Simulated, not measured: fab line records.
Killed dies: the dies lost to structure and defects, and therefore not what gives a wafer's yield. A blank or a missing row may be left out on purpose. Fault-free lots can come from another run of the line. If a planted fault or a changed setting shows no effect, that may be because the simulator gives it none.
A lot that was struck, set against a sound lot    flow nand harc    14 out of 1159 route steps
Sound: these wafers, L705.2, L705.3, L705.6. Struck: wafers L715.5, L715.6. (L715.4 of the same lot was not struck and is left out.) The cause comes at the end.
Per side, at each step with rows, come the tool, then ch with its chambers, and then its first start. Under that, the readings that differ: sound wafers    struck wafers    difference of the means    sigmas: that difference in standard deviations of wafers without a fault.
alike: words and numbers the same on both sides, and readings whose means are apart by under 2 such deviations; not compared: readings that were withheld, readings missing a value for some wafer, numbers with overlapping values and no deviation given by the record, and bounds like >300 which may hide the same value.
The two part at a step that has a row with sigmas, a row that says differs or no value, or rows on one side only. Numbers that don't overlap but have no deviation are shown without sigmas and don't part them. Lack of a reading on every wafer of one side parts them only where that side has two or more wafers.

NHARC_A_M0_CMP_23: polishes, t overpolish 20 s, target thk 113.75 nm.
  sound on cmp-04 ch 1,2,3, day 20 07:02; struck on cmp-04 ch 0,3, day 21 03:11
  alike: edge zone pressure frac, motor current A, slurry flow ml min, time to endpoint s
NHARC_A_M0_THK_MEAS_24: measures by xrf.
  struck on film metro-01, day 21 03:25; sound on film metro-01, day 20 07:21
  alike: thk nm
following that, these wafers have no rows for 1 step: NHARC_A_M0_SRD_25.
NHARC_A_M0_INSPECT_27:
  struck on defect inspect-02, day 21 03:34; sound on defect inspect-01, day 20 07:31
  alike: raw defect count
NHARC_A_M0_PRE_CLEAN_31: time 12 s.
  sound on pecvd-04 ch 1,2, day 20 07:34; struck on pecvd-02 ch 0,1, day 21 03:41
  alike: heater power w
NHARC_A_M0_DEP_32: deposits SiCN, target thk 30 nm.
  sound on pecvd-04 ch 1,2, day 20 07:39; struck on pecvd-02 ch 0,1, day 21 03:50
  alike: heater power w
then, 5 steps without rows for these wafers: NHARC_A_M1_DEP_00 (deposits SiOC, target thk 182.5 nm); NHARC_A_M1_DEHYDRATE_01 (time 120 s); NHARC_A_M1_HMDS_02 (time 30 s); NHARC_A_M1_COAT_34 (time 65 s); NHARC_A_M1_COAT_03 (resist thk 90 nm).
NHARC_A_M1_SOFTBAKE_04: time 55 s.
  sound on litho track-04 ch 0, day 20 08:00; struck on litho track-04 ch 0, day 21 04:00
reading                   sound                 struck         difference  sigmas
heater power total W (W)  188.44 188.32 188.40  323.20 323.32  +134.87     +99 or more
  alike: resist line temp C
following that, these wafers have no rows for 1 step: NHARC_A_M1_EBR_05.
-- the record jumps here: 2 days lie between the struck wafers' starts before and after (it left off in module A_M1 and takes up again in module END, whose first step shown is number 1159 of the route) --
NHARC_END_SORT_01:
  sound on prober-02 ch 0, day 22 02:05; struck on prober-01 ch 0, day 23 04:04
  alike: defect limited yield, killed at array, killed at other, killed at periphery, killed dies, killed open, killed short, sort_bin_2_pct, sort_bin_3_pct, sort_bin_4_pct, sort n pass, sort rim yield pct, sort yield pct

== WHERE THEY PART ==
NHARC_A_M1_SOFTBAKE_04 only, going by this record. Later steps at which nothing parts them and some readings are alike: NHARC_END_SORT_01.

WHY: what had been put in by the simulator
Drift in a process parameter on litho track-04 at NHARC_A_M1_SOFTBAKE_04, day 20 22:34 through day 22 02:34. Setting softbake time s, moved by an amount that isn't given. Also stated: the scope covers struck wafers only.
